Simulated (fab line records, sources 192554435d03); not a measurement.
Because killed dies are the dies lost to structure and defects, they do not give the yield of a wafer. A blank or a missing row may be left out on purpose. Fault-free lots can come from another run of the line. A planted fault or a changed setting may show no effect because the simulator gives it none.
A lot that was struck, set against a sound lot | flow n5Finfet | 40 steps out of a route of 1938
Sound: the wafers L718.1, L718.2, L718.5. The struck wafers were L724.1, L724.2, L724.4. The cause comes at the end.
Each step with rows lists, per side, the tool, then ch with its chambers, then its first start. Under that, the readings that differ: sound wafers | struck wafers | difference of the means | sigmas: that difference in standard deviations of wafers without a fault.
alike: readings whose means differ by less than 2 such deviations, and words and numbers that are the same on both sides. not compared: withheld readings, readings that some wafer has no value for, bounds like >300 that may hide the same value, and numbers for which the record gives no deviation and whose values overlap.
The two part at a step that has a row with sigmas, a row that says differs or no value, or rows on one side only. Numbers that don't overlap but have no deviation are shown without sigmas and don't part them. Lack of a reading on every wafer of one side parts them only where that side has two or more wafers.

first, 11 steps without rows for these wafers: N5_BEOL_M0_SAQP_PECVD_03 (deposits SiCN from 3MS/NH3, target thk 12 nm, time 21.1 s); N5_BEOL_M0_SAQP_PECVD_96 (deposits a-Si from SiH4/He, target thk 45 nm, time 45.2 s); N5_BEOL_M0_SAQP_PECVD_97 (deposits SiNx from SiH4/NH3/N2, target thk 23 nm, time 19.9 s); N5_BEOL_M0_SAQP_PECVD_04 (deposits a-Si from SiH4/He, target thk 60 nm, time 60.2 s); N5_BEOL_M0_SAQP_HM_DEP_111 (deposits SiO2 from SiH4/N2O, target thk 12 nm, time 7.2 s); N5_BEOL_M0_SAQP_COAT_81 (time 60 s, resist thk 100 nm); N5_BEOL_M0_SAQP_COAT_82 (time 60 s, resist thk 30 nm); N5_BEOL_M0_SAQP_COAT_08 (resist thk 90 nm); N5_BEOL_M0_SAQP_EBR_10; N5_BEOL_M0_SAQP_SOFTBAKE_09 (time 60 s); N5_BEOL_M0_SAQP_EXPOSE_11 (exposes mask M0 CORE, target cd 42 nm).
N5_BEOL_M0_SAQP_PEB_12: peb time 60 s.
  sound on lithoTrack-01 ch 0, day 7 15:58; struck on lithoTrack-01 ch 0, day 9 06:55
then, 1 step without rows for these wafers: N5_BEOL_M0_SAQP_DEVELOP_13 (develop time 30 s).
N5_BEOL_M0_SAQP_CD_MEAS_14 targets a cd of 42.5 nm.
  sound on cdSem-02 ch 0, day 7 16:02; struck on cdSem-03 ch 0, day 9 06:59
reading   | sound          | struck         | difference | sigmas
cdNm (nm) | 42.7 43.2 42.4 | 47.8 47.2 48.0 | +4.9       | +13
then, 24 steps without rows for these wafers: N5_BEOL_M0_SAQP_DESCUM_19 (chemistry O2, time 7.9 s); N5_BEOL_M0_SAQP_ETCH_83 (etches SiARC in CF4, target depth 39 nm, time 65 s); N5_BEOL_M0_SAQP_ETCH_84 (etches SOC in N2/H2, target depth 100 nm, overetch 20 nm, time 150 s); N5_BEOL_M0_SAQP_STRIP_80 (strips in N2/H2); N5_BEOL_M0_SAQP_HM_OPEN_112 (chemistry CHF3/O2, target SiO2, stops on a-Si, target depth 12 nm, time 13.5 s); N5_BEOL_M0_SAQP_STRIP_113 (strips in CHF3/O2); N5_BEOL_M0_SAQP_MANDREL_ETCH_20 (etches a-Si in HBr/Cl2, stops on SiNx, target depth 60 nm, bt time 10 s, time 30 s); N5_BEOL_M0_SAQP_STRIP_86 (strips in N2/H2); N5_BEOL_M0_SAQP_STRIP_115 (strips in post etch residue remover, time 60 s); N5_BEOL_M0_SAQP_SRD_93 (time 30 s); N5_BEOL_M0_SAQP_RECESS_114 (chemistry HF/NH3, target SiO2, target depth 14.4 nm, afs cycles 3, sublimation time 60 s); N5_BEOL_M0_SAQP_SPACER1_ALD_98 (deposits SiO2, target thk 12.8 nm, pulse time 1 s, purge time 2 s); N5_BEOL_M0_SAQP_SPACER1_ETCHBACK_99 (etches SiO2 in CHF3/O2, target depth 15.4 nm, time 7.7 s); N5_BEOL_M0_SAQP_MANDREL1_REMOVE_100 (chemistry HBr/Cl2/O2, target a-Si, stops on SiNx, bt time 10 s); N5_BEOL_M0_SAQP_ETCH_101 (etches SiNx in CH3F/O2, target depth 29.9 nm, time 42.7 s); N5_BEOL_M0_SAQP_ETCH_102 (etches SiO2 in CF4, target depth 4 nm, time 4.4 s); N5_BEOL_M0_SAQP_MANDREL_ETCH_103 (etches a-Si in HBr/Cl2, stops on SiCN, target depth 45 nm, bt time 10 s, time 27 s); N5_BEOL_M0_SAQP_RECESS_104 (chemistry HF/NH3, target SiO2, target depth 18 nm, afs cycles 3, sublimation time 60 s); N5_BEOL_M0_SAQP_COAT_105 (time 60 s, resist thk 100 nm); N5_BEOL_M0_SAQP_ETCH_106 (etches SOC in N2/H2, stops on SiNx, target depth 150 nm); N5_BEOL_M0_SAQP_ETCH_107 (etches SiNx in CH3F/O2, target depth 30 nm); N5_BEOL_M0_SAQP_STRIP_108 (strips in N2/H2); N5_BEOL_M0_SAQP_RECESS_109 (chemistry HF/NH3, target SiO2, target depth 3 nm, afs cycles 1, sublimation time 60 s); N5_BEOL_M0_SAQP_SPACER2_ALD_26 (deposits SiO2, target thk 15 nm, pulse time 1 s, purge time 2 s).
-- here the record skips 3 days between the struck wafers' starts before and after, leaving off in module BEOL_M0_SAQP and picking up in module BEOL_M4 (first step shown: number 1111 of the route) --
N5_BEOL_M4_RC_MEAS_101:
  sound on prober-01 ch 0, day 10 07:58; struck on prober-01 ch 0, day 11 19:10
  alike: DIBL_N, DIBL_P, IOFF_N, IOFF_P, ION_N, ION_P, SS_N, SS_P, VT_N, VT_P
-- the record jumps here: 4 days lie between the struck wafers' starts before and after (it left off in module BEOL_M4 and takes up again in module PASSIVATION, whose first step shown is number 1936 of the route) --
N5_PASSIVATION_PROBE_49:
  sound on prober-01 at day 14 19:29; struck on prober-02 at day 15 18:22
reading                | sound          | struck         | difference | sigmas
defectLimitedYield (%) | 91.4 90.5 93.1 | 87.7 87.5 82.2 | -5.9       | -4
killed_at_M0_to_M3     | 31 31 31       | 73 66 131      | +59        | +6
killedDies             | 102 112 82     | 145 148 210    | +69        | +4
killedOnRim            | 11 12 8        | 33 30 65       | +32        | +7
sortNPass              | 1078 1068 1098 | 1035 1032 970  | -69        | -4
sortYieldPct (%)       | 91.4 90.5 93.1 | 87.7 87.5 82.2 | -5.9       | -4
  alike: killed_at_M4_up, killedAtContacts, killedAtFrontEnd, killedAtOther, killedOpen, killedShort, sort_bin_4_leakage, sort_bin_5_function, sort_bin_6_memory

## WHERE THEY PART
Earliest at N5_BEOL_M0_SAQP_CD_MEAS_14; latest, in this record, at N5_PASSIVATION_PROBE_49.

WHY: what the simulator had put in
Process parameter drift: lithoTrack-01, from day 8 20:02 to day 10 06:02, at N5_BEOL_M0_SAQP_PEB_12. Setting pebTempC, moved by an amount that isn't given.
